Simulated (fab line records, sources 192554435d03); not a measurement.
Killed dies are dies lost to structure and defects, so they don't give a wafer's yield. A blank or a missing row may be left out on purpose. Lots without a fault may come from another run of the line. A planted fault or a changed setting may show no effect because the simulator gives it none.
Problem report in the 8D (eight disciplines) form, filled by code | flow n5_finfet | the parts of the form that need people (team, actions taken, sign-off) are left out

1. THE PROBLEM
cd_nm at N5_WELL_APT_CD_MEAS_08 reads a mean of 206.7 nm on 4 wafers of 3 lots; wafers without a fault read 199.7 nm with a standard deviation of 1.4. That is +5.0 standard deviations from the usual mean.
The step: target cd 200 nm.
First seen on wafer L484.3, day 3 13:41, on cd_sem-03. The record holds 27 wafers of 10 lots with a number at this step. Rule for "out", or "out of limits": more than 4 standard deviations from the usual mean. The other wafers with a number count as sound.

2. WHAT IT IS AND WHAT IT IS NOT
question                    | is                              | is not
which readings at this step | cd_nm                           | -
which lots                  | L484, L486, L487                | L476, L478, L483, L490, L495, L496, L499
which wafers of those lots  | L484.3, L484.6, L486.6, L487.6  | L486.5, L487.2
read on which gauges        | cd_sem-01, cd_sem-02, cd_sem-03 | -
when                        | from day 3 13:41                | up to then (9 sound wafers); but 14 sound wafers of L486, L487, L490, L495, L496, L499 came after

3. SUSPECTS, AND WHAT RULES EACH OUT
Counting: a tool at a process step up to the reading stays a suspect if it ran every lot that is out. Sound lots after the first of them don't rule it out here, since some wafers of a struck lot are sound.
- the gauge at N5_WELL_APT_CD_MEAS_08: ruled out. The wafers that are out were read on 3 gauges (cd_sem-01, cd_sem-02, cd_sem-03).
- litho_track-01 at N5_WELL_APT_PEB_06 (peb time 90 s): kept. It ran every lot that is out, first L484 (day 3 13:34); its last sound lot up to then is L483 (day 3 07:34).
Left after counting: litho_track-01 at N5_WELL_APT_PEB_06.

4. THE CAUSE (what the simulator had put in)
Process parameter drift: litho_track-01, from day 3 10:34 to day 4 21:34, at N5_WELL_APT_PEB_06. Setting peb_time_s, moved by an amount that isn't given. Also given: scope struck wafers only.
Counting left only this tool.

5. THE CHAIN OF EFFECTS, in route order
Each row: a reading whose mean over the struck wafers that have a number lies more than 3 standard deviations from the usual. Only readings for which the record gives a usual standard deviation are gone through. hours: the time from each lot's start at the first step in this table that gives one to its start at this step, as a median over the lots. sigmas: the change in usual standard deviations.
hours | step                   | reading | usual    | on struck wafers | change | sigmas
0     | N5_WELL_APT_CD_MEAS_08 | cd_nm   | 199.7 nm | 206.7            | +7.0   | +5.0
Later measuring or inspecting steps at which every struck wafer that the step has a row for has a number for every such reading, and none has moved that far: N5_WELL_APT_CD_MEAS_25, N5_BEOL_M4_RC_MEAS_101.

6. WHAT WOULD HAVE CAUGHT IT SOONER
In this record the first reading out of limits at a measuring or inspecting step was taken at day 3 13:41, 3 hours after the fault began at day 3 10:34.
Of the lots that are out (3), L486, L487 began N5_WELL_APT_PEB_06 on litho_track-01 after day 3 13:41. A hold on the tool at that time would have spared those 2.
